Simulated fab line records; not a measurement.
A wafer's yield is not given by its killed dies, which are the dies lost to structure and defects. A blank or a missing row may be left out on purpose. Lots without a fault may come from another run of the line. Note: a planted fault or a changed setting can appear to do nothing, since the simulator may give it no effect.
fab line records	flow nand_harc
record: lots: 6	wafers: 18	last_day: 23
route steps=1159 shown A_SOURCE_PLATE@420 A_ONON_D1@424 END@1159
lots that met no fault: taken from a fault-free run of the same line
start_h: the number of hours between the record's first day and the start of the first shown wafer of the lot	wait_h: hours from the lot's prior step to this one	" same as the row above	L1.1+2: one row covering several wafers at once	- no value, or no start given	* or withheld: withheld	< > ~ a bound
route shown NAME@n: NAME is a module with steps in the file, n the number in the route of the first one	usual: mean/standard deviation of fault-free wafers	same: alike in all rows	chamber/n: place in a boat	sites: each site's reading	_std_site: standard deviation across them	_edge_site: mean of outer sites minus mean of inner sites	radius_mm: for every site, how far away it sits from the centre of the wafer	mask NAME#n: copy n	behind: the tool/chamber that last shaped the wafer	hold: cause of the lot's hold/its duration in hours/its outcome	device: the transistor (n, p or np) that didn't switch	end of line: the route-end tests of the same wafers	step lacking rows: just its recipe	killed: at the first sort, the dies lost to defects and structure; wafer yield is something else	map: shows each die of a wafer: x if killed, . if not, _ if none is there
set.NAME: the setting as run; set.NAME@STEP: as run at that earlier step	model.NAME: the simulator's own value behind a step, which no gauge read
a table for each step, a row for each wafer; lots at some steps of the route
services: a tool's chamber out of use, with start hour (start_h, from the record's first day; less than 0 if before it), hours out, and reason
== steps ==
step: NHARC_A_SOURCE_PLATE_THK_MEAS_06
recipe: thk_meas_gauge: ellipsometry
usual: thk_nm: 199.3/2
lot.wafer	tool	chamber	start_h	wait_h	thk_nm
L647.1	film_metro-02	-	172.27	0.4	197.8
L647.5	"	-	"	"	197.4
L647.6	"	-	"	"	196.1
L656.1	film_metro-01	-	208.18	0.4	200.9
L656.2	"	-	"	"	198.5
L656.5	"	-	"	"	198.5
L655.3	film_metro-01	-	215.01	0.4	201.3
L655.4	"	-	"	"	200.9
L655.5	"	-	"	"	202.5
L663.1	film_metro-01	-	258.24	0.4	199.4
L663.2	"	-	"	"	203.7
L663.3	"	-	"	"	197.7
L664.1	film_metro-02	-	262.67	0.4	202.2
L664.2	"	-	"	"	200.6
L664.5	"	-	"	"	200.9
L665.2	film_metro-02	-	268.31	0.4	197.0
L665.5	"	-	"	"	197.4
L665.6	"	-	"	"	197.8
step: NHARC_A_SOURCE_PLATE_INSPECT_08
usual: raw_defect_count: 57/23
lot.wafer	tool	chamber	start_h	wait_h	raw_defect_count
L647.1	defect_inspect-02	-	172.33	0.0	97
L647.5	"	-	"	"	146
L647.6	"	-	"	"	85
L656.1	defect_inspect-01	-	208.25	0.0	43
L656.2	"	-	"	"	42
L656.5	"	-	"	"	41
L655.3	defect_inspect-02	-	215.10	0.0	62
L655.4	"	-	"	"	41
L655.5	"	-	"	"	48
L663.1	defect_inspect-01	-	258.31	0.0	29
L663.2	"	-	"	"	45
L663.3	"	-	"	"	48
L664.1	defect_inspect-02	-	262.73	0.0	38
L664.2	"	-	"	"	53
L664.5	"	-	"	"	49
L665.2	defect_inspect-02	-	268.38	0.0	42
L665.5	"	-	"	"	71
L665.6	"	-	"	"	51
step: NHARC_A_ONON_D1_DEP_00
recipe: target_thk_a: 10000	n2_flow_sccm: 2750	n2o_flow_sccm: 2000	nh3_flow_sccm: 500	sih4_flow_sccm: 210	temp_c: 400
step: NHARC_A_ONON_D1_THK_MEAS_02
recipe: thk_meas_gauge: ellipsometry
usual: thk_nm: 1000/9.7
lot.wafer	tool	chamber	start_h	wait_h	thk_nm
L647.1	film_metro-02	-	172.91	-	1002
L647.5	"	-	"	"	1004
L647.6	"	-	"	"	1004
L656.1	film_metro-01	-	208.83	-	999
L656.2	"	-	"	"	998
L656.5	"	-	"	"	1000
L655.3	film_metro-01	-	215.68	-	991
L655.4	"	-	"	"	993
L655.5	"	-	"	"	991
L663.1	film_metro-02	-	258.89	-	992
L663.2	"	-	"	"	992
L663.3	"	-	"	"	991
L664.1	film_metro-01	-	263.30	-	1004
L664.2	"	-	"	"	1004
L664.5	"	-	"	"	1005
L665.2	film_metro-01	-	268.96	-	988
L665.5	"	-	"	"	990
L665.6	"	-	"	"	988
step: NHARC_A_ONON_D1_DEP_03
recipe: target_thk_a: 10000	n2_flow_sccm: 2750	n2o_flow_sccm: 2000	nh3_flow_sccm: 500	sih4_flow_sccm: 210	temp_c: 400
step: NHARC_A_ONON_D1_THK_MEAS_05
recipe: thk_meas_gauge: ellipsometry
usual: thk_nm: 1003/9.8
lot.wafer	tool	chamber	start_h	wait_h	thk_nm
L647.1	film_metro-01	-	173.48	-	1009
L647.5	"	-	"	"	1008
L647.6	"	-	"	"	1009
L656.1	film_metro-01	-	209.40	-	1011
L656.2	"	-	"	"	1010
L656.5	"	-	"	"	1011
L655.3	film_metro-02	-	216.25	-	997
L655.4	"	-	"	"	999
L655.5	"	-	"	"	999
L663.1	film_metro-01	-	259.45	-	1009
L663.2	"	-	"	"	1008
L663.3	"	-	"	"	1006
L664.1	film_metro-01	-	263.87	-	1027
L664.2	"	-	"	"	1025
L664.5	"	-	"	"	1025
L665.2	film_metro-02	-	269.57	-	992
L665.5	"	-	"	"	991
L665.6	"	-	"	"	991
step: NHARC_A_ONON_D1_DEP_06
recipe: target_thk_a: 10000	n2_flow_sccm: 2750	n2o_flow_sccm: 2000	nh3_flow_sccm: 500	sih4_flow_sccm: 210	temp_c: 400
step: NHARC_A_ONON_D1_THK_MEAS_08
recipe: thk_meas_gauge: ellipsometry
usual: thk_nm: 998/9.4
lot.wafer	tool	chamber	start_h	wait_h	thk_nm
L647.1	film_metro-02	-	174.04	-	1001
L647.5	"	-	"	"	1001
L647.6	"	-	"	"	998
L656.1	film_metro-02	-	209.96	-	1019
L656.2	"	-	"	"	1018
L656.5	"	-	"	"	1016
L655.3	film_metro-01	-	216.81	-	1011
L655.4	"	-	"	"	1011
L655.5	"	-	"	"	1012
L663.1	film_metro-02	-	260.02	-	997
L663.2	"	-	"	"	998
L663.3	"	-	"	"	999
L664.1	film_metro-02	-	264.45	-	1002
L664.2	"	-	"	"	1002
L664.5	"	-	"	"	1003
L665.2	film_metro-01	-	270.13	-	1002
L665.5	"	-	"	"	1000
L665.6	"	-	"	"	1001
step: NHARC_A_ONON_D1_DEP_09
recipe: target_thk_a: 10000	n2_flow_sccm: 2750	n2o_flow_sccm: 2000	nh3_flow_sccm: 500	sih4_flow_sccm: 210	temp_c: 400
step: NHARC_A_ONON_D1_THK_MEAS_11
recipe: thk_meas_gauge: ellipsometry
usual: thk_nm: 999/11
lot.wafer	tool	chamber	start_h	wait_h	thk_nm
L647.1	film_metro-02	-	174.60	-	1013
L647.5	"	-	"	"	1012
L647.6	"	-	"	"	1012
L656.1	film_metro-01	-	210.53	-	985
L656.2	"	-	"	"	984
L656.5	"	-	"	"	984
L655.3	film_metro-01	-	217.38	-	1020
L655.4	"	-	"	"	1021
L655.5	"	-	"	"	1019
L663.1	film_metro-02	-	260.59	-	1000
L663.2	"	-	"	"	999
L663.3	"	-	"	"	998
L664.1	film_metro-01	-	265.01	-	1010
L664.2	"	-	"	"	1009
L664.5	"	-	"	"	1009
L665.2	film_metro-01	-	270.70	-	990
L665.5	"	-	"	"	991
L665.6	"	-	"	"	990
step: NHARC_A_ONON_D1_DEP_12
recipe: target_thk_a: 10000	n2_flow_sccm: 2750	n2o_flow_sccm: 2000	nh3_flow_sccm: 500	sih4_flow_sccm: 210	temp_c: 400
lot.wafer	tool	chamber	start_h	wait_h
L647.1+5+6	pecvd_onon-02	0	174.66	0.1
L656.1+2+5	pecvd_onon-02	0	210.59	0.1
L655.3+4+5	pecvd_onon-02	0	217.55	0.2
L663.1+2+3	pecvd_onon-04	0	260.64	0.1
L664.1+2+5	pecvd_onon-03	0	265.07	0.1
L665.2+5+6	pecvd_onon-04	0	270.82	0.1
step: NHARC_A_ONON_D1_THK_MEAS_14
recipe: thk_meas_gauge: ellipsometry
usual: thk_nm: 998/11
lot.wafer	tool	chamber	start_h	wait_h	hold	thk_nm
L647.1	film_metro-01	-	175.17	-	-	994
L647.5	"	-	"	"	-	995
L647.6	"	-	"	"	-	994
L656.1	film_metro-01	-	211.10	-	await_dispo/0.2h/release	574
L656.2	"	-	"	"	await_dispo/0.2h/release	574
L656.5	"	-	"	"	await_dispo/0.2h/release	573
L656.1	film_metro-01	-	211.27	0.2	-	574
L656.2	"	-	"	"	-	575
L656.5	"	-	"	"	-	573
L655.3	film_metro-01	-	217.95	-	await_dispo/0.2h/release	576
L655.4	"	-	"	"	await_dispo/0.2h/release	576
L655.5	"	-	"	"	await_dispo/0.2h/release	575
L655.3	film_metro-01	-	218.12	0.2	-	575
L655.4	"	-	"	"	-	577
L655.5	"	-	"	"	-	576
L663.1	film_metro-02	-	261.16	-	-	1005
L663.2	"	-	"	"	-	1007
L663.3	"	-	"	"	-	1007
L664.1	film_metro-02	-	265.59	-	-	1012
L664.2	"	-	"	"	-	1012
L664.5	"	-	"	"	-	1010
L665.2	film_metro-01	-	271.26	-	-	1006
L665.5	"	-	"	"	-	1007
L665.6	"	-	"	"	-	1006
step: NHARC_END_SORT_01
recipe: temp_c: 25
usual: killed_at_array: 26/9.7	killed_at_other: 1.0/1.2	killed_at_periphery: 3.9/2.6	killed_dies: 31/9.7	killed_open: 3.2/1.8	killed_short: 2.0/1.3
same: gross_dies: 677
lot.wafer	tool	chamber	start_h	wait_h	killed_at_array	killed_at_other	killed_at_periphery	killed_dies	killed_open	killed_short
L656.1	prober-02	0	484.28	2.5	666	0	11	677	5	0
L656.2	prober-02	0	485.09	2.8	673	2	2	677	1	2
L656.5	prober-02	0	487.53	3.7	675	0	2	677	1	5
L655.3	prober-01	0	497.91	3.1	673	1	3	677	3	3
L655.4	prober-01	0	498.71	3.4	672	2	3	677	5	1
L655.5	prober-01	0	499.50	3.7	675	1	1	677	3	4
killed by level:class
L656.1 A_ONON_D1:area_dep=638 A_CHANNEL_HOLE_D1:chamber_film_flake=17 P_M1:chamber_film_flake=6 A_CONTACT:chamber_film_flake=5 A_STAIRCASE:chamber_film_flake=3 A_CONTACT:geometric_particle:open=2 P_GATE:geometric_particle:open=1 P_M2:geometric_particle:open=1
L656.2 A_ONON_D1:area_dep=649 A_CHANNEL_HOLE_D1:chamber_film_flake=16 A_CONTACT:chamber_film_flake=5 A_CHANNEL_FILL_D1:geometric_particle:short=2 THIN_TSV:chamber_film_flake=2 P_GATE:geometric_particle:open=1 P_ZERO_WELL:chamber_film_flake=1 A_WL_FILL:chamber_film_flake=1
L656.5 A_ONON_D1:area_dep=654 A_CHANNEL_HOLE_D1:chamber_film_flake=12 A_CHANNEL_FILL_D1:geometric_particle:short=2 A_WL_FILL:geometric_particle:short=2 A_CONTACT:chamber_film_flake=2 P_M0:geometric_particle:open=1 A_SOURCE_PLATE:geometric_particle:short=1 P_ZERO_WELL:chamber_film_flake=1
L655.3 A_ONON_D1:area_dep=642 A_SLIT:chamber_film_flake=10 A_CONTACT:chamber_film_flake=9 A_CHANNEL_HOLE_D1:chamber_film_flake=6 P_STI:geometric_particle:short=1 P_M0:geometric_particle:open=1 A_ZERO_WELL:chamber_film_flake=1 A_ONON_D1:geometric_particle:open=1
L655.4 A_ONON_D1:area_dep=651 A_SLIT:chamber_film_flake=8 A_CONTACT:chamber_film_flake=3 A_CHANNEL_FILL_D1:geometric_particle:open=2 A_CHANNEL_HOLE_D1:chamber_film_flake=2 A_STAIRCASE:chamber_film_flake=2 THIN_TSV:chamber_film_flake=2 P_CONTACT:geometric_particle:open=1
L655.5 A_ONON_D1:area_dep=651 A_SLIT:chamber_film_flake=12 A_CHANNEL_HOLE_D1:chamber_film_flake=2 A_STAIRCASE:chamber_film_flake=2 P_STI:geometric_particle:short=1 A_CHANNEL_FILL_D1:geometric_particle:short=1 A_WL_FILL:geometric_particle:short=1 A_CONTACT:geometric_particle:open=1
map L655.3 (x killed, . not)
____________x____________
_________xxxxxxx_________
_______xxxxxxxxxxx_______
______xxxxxxxxxxxxx______
_____xxxxxxxxxxxxxxx_____
____xxxxxxxxxxxxxxxxx____
____xxxxxxxxxxxxxxxxx____
___xxxxxxxxxxxxxxxxxxx___
___xxxxxxxxxxxxxxxxxxx___
__xxxxxxxxxxxxxxxxxxxxx__
__xxxxxxxxxxxxxxxxxxxxx__
_xxxxxxxxxxxxxxxxxxxxxxx_
_xxxxxxxxxxxxxxxxxxxxxxx_
_xxxxxxxxxxxxxxxxxxxxxxx_
_xxxxxxxxxxxxxxxxxxxxxxx_
_xxxxxxxxxxxxxxxxxxxxxxx_
xxxxxxxxxxxxxxxxxxxxxxxxx
xxxxxxxxxxxxxxxxxxxxxxxxx
xxxxxxxxxxxxxxxxxxxxxxxxx
xxxxxxxxxxxxxxxxxxxxxxxxx
xxxxxxxxxxxxxxxxxxxxxxxxx
_xxxxxxxxxxxxxxxxxxxxxxx_
_xxxxxxxxxxxxxxxxxxxxxxx_
_xxxxxxxxxxxxxxxxxxxxxxx_
_xxxxxxxxxxxxxxxxxxxxxxx_
_xxxxxxxxxxxxxxxxxxxxxxx_
__xxxxxxxxxxxxxxxxxxxxx__
__xxxxxxxxxxxxxxxxxxxxx__
___xxxxxxxxxxxxxxxxxxx___
___xxxxxxxxxxxxxxxxxxx___
____xxxxxxxxxxxxxxxxx____
____xxxxxxxxxxxxxxxxx____
_____xxxxxxxxxxxxxxx_____
______xxxxxxxxxxxxx______
_______xxxxxxxxxxx_______
_________xxxxxxx_________
____________x____________
map L656.1 (x killed, . not)
____________x____________
_________xxxxxxx_________
_______xxxxxxxxxxx_______
______xxxxxxxxxxxxx______
_____xxxxxxxxxxxxxxx_____
____xxxxxxxxxxxxxxxxx____
____xxxxxxxxxxxxxxxxx____
___xxxxxxxxxxxxxxxxxxx___
___xxxxxxxxxxxxxxxxxxx___
__xxxxxxxxxxxxxxxxxxxxx__
__xxxxxxxxxxxxxxxxxxxxx__
_xxxxxxxxxxxxxxxxxxxxxxx_
_xxxxxxxxxxxxxxxxxxxxxxx_
_xxxxxxxxxxxxxxxxxxxxxxx_
_xxxxxxxxxxxxxxxxxxxxxxx_
_xxxxxxxxxxxxxxxxxxxxxxx_
xxxxxxxxxxxxxxxxxxxxxxxxx
xxxxxxxxxxxxxxxxxxxxxxxxx
xxxxxxxxxxxxxxxxxxxxxxxxx
xxxxxxxxxxxxxxxxxxxxxxxxx
xxxxxxxxxxxxxxxxxxxxxxxxx
_xxxxxxxxxxxxxxxxxxxxxxx_
_xxxxxxxxxxxxxxxxxxxxxxx_
_xxxxxxxxxxxxxxxxxxxxxxx_
_xxxxxxxxxxxxxxxxxxxxxxx_
_xxxxxxxxxxxxxxxxxxxxxxx_
__xxxxxxxxxxxxxxxxxxxxx__
__xxxxxxxxxxxxxxxxxxxxx__
___xxxxxxxxxxxxxxxxxxx___
___xxxxxxxxxxxxxxxxxxx___
____xxxxxxxxxxxxxxxxx____
____xxxxxxxxxxxxxxxxx____
_____xxxxxxxxxxxxxxx_____
______xxxxxxxxxxxxx______
_______xxxxxxxxxxx_______
_________xxxxxxx_________
____________x____________
== services ==
tool	chamber	start_h	hours	kind
pecvd_onon-03	-	153.00	13.0	pm
pecvd_onon-04	-	237.00	13.0	pm
== key ==
first_sign: step: NHARC_A_ONON_D1_THK_MEAS_14	reading: visit	direction: added
effect: step: NHARC_A_ONON_D1_THK_MEAS_14	reading: thk_nm	direction: down	sigmas: 38	usual: 998	struck: 575
effect: step: NHARC_END_SORT_01	reading: killed_at_array	direction: up	sigmas: 67	usual: 26	struck: 672
more_kills_born_at: NHARC_A_ONON_D1_DEP_12@pecvd_onon-02: 3885
met_at NHARC_A_ONON_D1_DEP_12
struck_wafers L655.3,L655.4,L655.5,L656.1,L656.2,L656.5
later_rows_left_out L655.3,L655.4,L655.5,L656.1,L656.2,L656.5
tester_left_out L655,L656
onset_between 174.66 210.59
fault: kind: process_parameter_drift	tool: pecvd_onon-02	chamber: 0	onset_h: 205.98	steps: NHARC_A_ONON_D1_DEP_12	channel: target_thk_a	offset: *	shape: step	end_h: 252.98	acts_in: *	stated: *
tester_left_out: of these lots the tester's yield and bins aren't shown, on N5 and GAA mostly nor the transistor test; their killed dies are dies lost to structure and defects alone, not to doping, threshold or leakage, so they don't give the yield
later_rows_left_out: the simulator's readings of these wafers behind a module that went badly wrong aren't trusted and aren't shown, but for the sort
